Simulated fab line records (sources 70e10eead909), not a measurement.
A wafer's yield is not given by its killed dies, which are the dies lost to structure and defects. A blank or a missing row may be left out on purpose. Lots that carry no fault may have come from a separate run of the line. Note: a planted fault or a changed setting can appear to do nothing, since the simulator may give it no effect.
Which tool was responsible? | flow nandHarc | 31 wafers from 11 lots sampled at 6 of the route's 1159 steps

WHAT EACH GAUGE READ, for each wafer
NHARC_END_SORT_01.
lot  | measured     | on        | killedAtArray
L394 | day 25 00:31 | prober-01 | 92
L390 | day 25 11:08 | prober-02 | 74 74 16

WHICH TOOL RAN EACH LOT (tool, then ch and the chambers of the sampled wafers, then the start)
lot  | NHARC_A_CONTACT_ETCH_123           | NHARC_A_CONTACT_ETCH_96                      | NHARC_A_CONTACT_DESCUM_74         | NHARC_A_CONTACT_ETCH_78                      | NHARC_A_CONTACT_ETCH_127
L383 | harCapEtch-03 ch 0,1, day 16 19:51 | rieDiel-04 ch 0,3, day 17 00:18 or earlier   | rieDiel-04 ch 0,2,3, day 17 00:18 | rieDiel-04 ch 0,1, day 17 01:59 or earlier   | harCapEtch-03 ch 0,1, day 17 01:59
L385 | harCapEtch-02 ch 0,1, day 18 07:22 | rieDiel-11 ch 1,2,3, day 18 12:10 or earlier | rieDiel-13 ch 0,2,3, day 18 12:10 | rieDiel-13 ch 0,2,3, day 18 13:46 or earlier | harCapEtch-02 ch 0,1, day 18 13:46
L388 | harCapEtch-01 ch 0,1, day 18 19:33 | rieDiel-11 ch 1,2, day 18 23:48 or earlier   | rieDiel-13 ch 1,2, day 18 23:48   | rieDiel-13 ch 0,2,3, day 19 01:31 or earlier | harCapEtch-03 ch 0,1, day 19 01:31
L397 | harCapEtch-01 ch 0,1, day 20 21:37 | rieDiel-04 ch 0,1,2, day 21 07:52 or earlier | rieDiel-13 ch 0,1,2, day 21 07:52 | rieDiel-13 ch 1,2, day 21 09:37 or earlier   | harCapEtch-01 ch 0,1, day 21 09:37
L394 | harCapEtch-02 ch 0, day 21 02:45   | rieDiel-13 ch 0, day 21 21:20 or earlier     | rieDiel-13 ch 3, day 21 21:20     | rieDiel-13 ch 1, day 21 22:59 or earlier     | harCapEtch-02 ch 0, day 21 22:59
L390 | harCapEtch-02 ch 0,1, day 21 13:56 | rieDiel-11 ch 0,1,2, day 22 08:31 or earlier | rieDiel-13 ch 0,2,3, day 22 08:31 | rieDiel-13 ch 0,1,2, day 22 10:45 or earlier | harCapEtch-02 ch 0,1, day 22 10:45
L398 | harCapEtch-03 ch 0,1, day 22 03:44 | rieDiel-04 ch 1,3, day 22 12:01 or earlier   | rieDiel-13 ch 0,3, day 22 12:01   | rieDiel-13 ch 0,1, day 22 13:41 or earlier   | harCapEtch-03 ch 0,1, day 22 13:41
L400 | harCapEtch-01 ch 0,1, day 22 04:41 | rieDiel-11 ch 1,2,3, day 22 14:09 or earlier | rieDiel-04 ch 0,1,2, day 22 14:09 | rieDiel-04 ch 0,1,3, day 22 15:47 or earlier | harCapEtch-01 ch 0,1, day 22 15:47
L401 | harCapEtch-03 ch 0,1, day 22 10:56 | rieDiel-11 ch 1,2, day 22 16:17 or earlier   | rieDiel-04 ch 1,2,3, day 22 16:17 | rieDiel-04 ch 1,2, day 22 17:53 or earlier   | harCapEtch-03 ch 0,1, day 22 17:53
L405 | harCapEtch-01 ch 0,1, day 23 17:28 | rieDiel-04 ch 0,1, day 23 22:53 or earlier   | rieDiel-04 ch 0,1,3, day 23 22:53 | rieDiel-04 ch 0,2,3, day 24 00:34 or earlier | harCapEtch-02 ch 0,1, day 24 00:34
L404 | harCapEtch-02 ch 0,1, day 24 02:58 | rieDiel-11 ch 0,1, day 24 08:16 or earlier   | rieDiel-04 ch 0,1, day 24 08:16   | rieDiel-04 ch 0,1, day 24 09:57 or earlier   | harCapEtch-02 ch 0,1, day 24 09:57
- NHARC_A_CONTACT_ETCH_123: etches the open film in C4F8/O2/Ar, time 253 s, target depth 1090 nm.
- NHARC_A_CONTACT_ETCH_96: etches the open film in C4F6/O2, target depth 20 nm, time 10 s.
- NHARC_A_CONTACT_DESCUM_74: chemistry O2, time 3 s.
- NHARC_A_CONTACT_ETCH_78: etches the open film in O2/COS, target depth 2800 nm, time 728 s.
- NHARC_A_CONTACT_ETCH_127: etches the open film in C4F8/O2/Ar, time 155 s, target depth 956 nm.

THE ANSWER, worked out from the rows above alone
Rule: usual is defined by the lots themselves. The widest of any qualifying gaps counts: lots, ordered by their means at a reading, are off when they make up no more than a third of the lots, leave a main group of 4 or more, and stand apart from it by 3 or more times the standard deviation of that group's means. If all means in a main group match to the digits the tables above print for the reading, that group is not used. Also off: a lot with no number at a reading for which 4 or more lots have one. The other lots that the step has rows for count as sound.
None of the lots is off at any reading shown; this tells nothing.

WHAT THE SIMULATOR PUT IN
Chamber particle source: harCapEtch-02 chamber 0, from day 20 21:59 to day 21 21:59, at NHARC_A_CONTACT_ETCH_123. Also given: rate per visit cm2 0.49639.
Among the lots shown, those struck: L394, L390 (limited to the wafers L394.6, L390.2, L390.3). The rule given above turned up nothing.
